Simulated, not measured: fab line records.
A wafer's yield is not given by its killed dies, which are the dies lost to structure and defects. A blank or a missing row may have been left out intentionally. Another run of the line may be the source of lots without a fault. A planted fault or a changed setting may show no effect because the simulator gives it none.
Code-filled problem report in 8D (eight disciplines) form || flow nand harc || the parts of the form that need people (team, actions taken, sign-off) are left out

== 1. WHAT WENT WRONG ==
Mean of plate temp C at NHARC_P_M0_PEB_07: 95.67 C across 6 wafers in 2 lots; on wafers with no fault it is 99.98 C (standard deviation 0.12). Measured from the usual mean, that is -36 standard deviations.
The step: peb time 65 s.
Seen first at day 10 23:38 on litho track-06, wafer L300.1. At this step, 42 wafers from 14 lots have a number in the record. The rule behind "out" and "out of limits": a value lying over 4 standard deviations away from the usual mean. The rest of the wafers with a number are treated as sound.

== 2. WHAT IT IS, AND WHAT IT ISN'T ==
{"question": "which readings at this step", "is": "plate temp C, heater power total W", "is not": "resist line temp C"}
{"question": "which lots", "is": "L300, L302", "is not": "L289, L290, L291, L292, L293, L295, L298, L307, L308, L309, L310, L311"}
{"question": "which wafers of those lots", "is": "all that have a number", "is not": "-"}
{"question": "read on which tools", "is": "litho track-06", "is not": "litho track-01, litho track-04"}
{"question": "when", "is": "from day 10 23:38", "is not": "up to then (21 sound wafers); but 15 sound wafers of L307, L308, L309, L310, L311 came after"}

== 3. THE SUSPECTS, EACH WITH WHAT RULES IT OUT ==
Counting: any tool at a process step up to the reading is kept as a suspect provided that every lot that is out went through it and no sound lot did after the first of them.
- litho track-06 at NHARC_P_M0_PEB_07 (peb time 65 s): kept. It ran every lot that is out, first L300 (day 10 23:38), and no sound lot after that; its last sound lot up to then is L298 (day 10 04:57). On those wafers its own readings are out: heater power total W, plate temp C.
Left after counting: litho track-06 at NHARC_P_M0_PEB_07.

== 4. THE CAUSE (what the simulator had put in) ==
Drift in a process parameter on litho track-06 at NHARC_P_M0_PEB_07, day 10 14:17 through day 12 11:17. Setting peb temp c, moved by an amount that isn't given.
After counting, this tool was the only one left.

== 5. THE EFFECT CHAIN, in route order ==
Rows list readings where the struck wafers' mean (over those with a number) sits beyond 3 standard deviations from the usual. Only readings whose record carries a usual standard deviation are examined. hours: median over the lots of the time between each lot's start at the first step of this table that gives one and its start at this step. sigmas: the change, counted in usual standard deviations.
{"hours": 0, "step": "NHARC_P_M0_PEB_07", "reading": "heater power total W", "usual": "156.6 W", "on struck wafers": 147.2, "change": -9.4, "sigmas": -22}
{"hours": 0, "step": "NHARC_P_M0_PEB_07", "reading": "plate temp C", "usual": "99.98 C", "on struck wafers": 95.67, "change": -4.31, "sigmas": -36}
The process steps in it:
- NHARC_P_M0_PEB_07: peb time 65 s.
Later measuring or inspecting steps at which every struck wafer that the step has a row for has a number for every such reading, and none has moved that far: NHARC_P_M0_OVL_MEAS_10.

== 6. HOW IT WOULD HAVE BEEN CAUGHT EARLIER ==
The fault began at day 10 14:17; the first out-of-limits reading in this record came at day 10 23:38, 9 hours later.
